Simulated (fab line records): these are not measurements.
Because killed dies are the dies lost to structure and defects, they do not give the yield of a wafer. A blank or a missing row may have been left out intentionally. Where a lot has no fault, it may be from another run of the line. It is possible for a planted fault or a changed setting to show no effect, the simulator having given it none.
Which tool was responsible? ; flow n5 finfet ; 36 wafers from 12 lots sampled at 2 of the route's 1938 steps

== WHAT THE GAUGES SHOWED, per wafer ==
N5_BEOL_M2_RS_MEAS_58: measures by four-point-probe.
lot;measured;on;M2_RS (ohm/sq)
L075;day 7 06:04;film metro-02;0.72 0.75 0.69
L076;day 7 12:53;film metro-02;0.72 0.69 0.62
L079;day 8 07:08;film metro-01;0.64 0.70 0.68
L082;day 9 04:38;film metro-02;0.71 0.67 0.69
L083;day 9 11:11;film metro-02;0.69 0.66 0.70
L085;day 9 15:26;film metro-02;0.68 0.61 0.69
L087;day 10 02:31;film metro-01;0.67 0.69 0.65
L089;day 10 13:38;film metro-02;0.70 0.71 0.69
L092;day 11 07:34;film metro-02;0.62 0.65 0.65
L093;day 11 17:47;film metro-01;0.70 0.71 0.66
L095;day 12 16:38;film metro-02;0.68 0.72 0.67
L097;day 13 04:05;film metro-01;0.64 0.68 0.72

== WHAT TOOL EACH LOT RAN ON (gives the tool, then ch and the chambers of the sampled wafers, and finally the start) ==
lot;N5_BEOL_M2_CMP_52
L075;cmp-02 ch 0,1,3, day 7 05:35
L076;cmp-04 ch 1,3, day 7 12:22
L079;cmp-03 ch 0,2,3, day 8 06:39
L082;cmp-02 ch 0,1,2, day 9 04:05
L083;cmp-04 ch 1,2,3, day 9 10:25
L085;cmp-03 ch 1,3, day 9 14:55
L087;cmp-03 ch 0,3, day 10 01:57
L089;cmp-02 ch 0,2,3, day 10 13:05
L092;cmp-02 ch 1,2,3, day 11 07:08
L093;cmp-04 ch 0,3, day 11 17:17
L095;cmp-03 ch 0,1,2, day 12 16:09
L097;cmp-02 ch 0,1,2, day 13 03:32
- N5_BEOL_M2_CMP_52: polishes, stops on SiOC, t overpolish 6.8 s, target thk 40 nm.

== THE ANSWER, worked out from the rows above alone ==
Rule: usual is defined by the lots themselves. The widest of any qualifying gaps counts: lots, ordered by their means at a reading, are off when they make up no more than a third of the lots, leave a main group of 4 or more, and stand apart from it by 3 or more times the standard deviation of that group's means. The tables above print the reading to a certain number of digits; a main group whose means all agree to those digits is not used. Also off: a lot with no number at a reading for which 4 or more lots have one. Where the step has rows for the other lots, those lots are counted as sound.
No lot is off at any reading shown: from this, nothing can be told.

== WHAT THE SIMULATOR PUT IN ==
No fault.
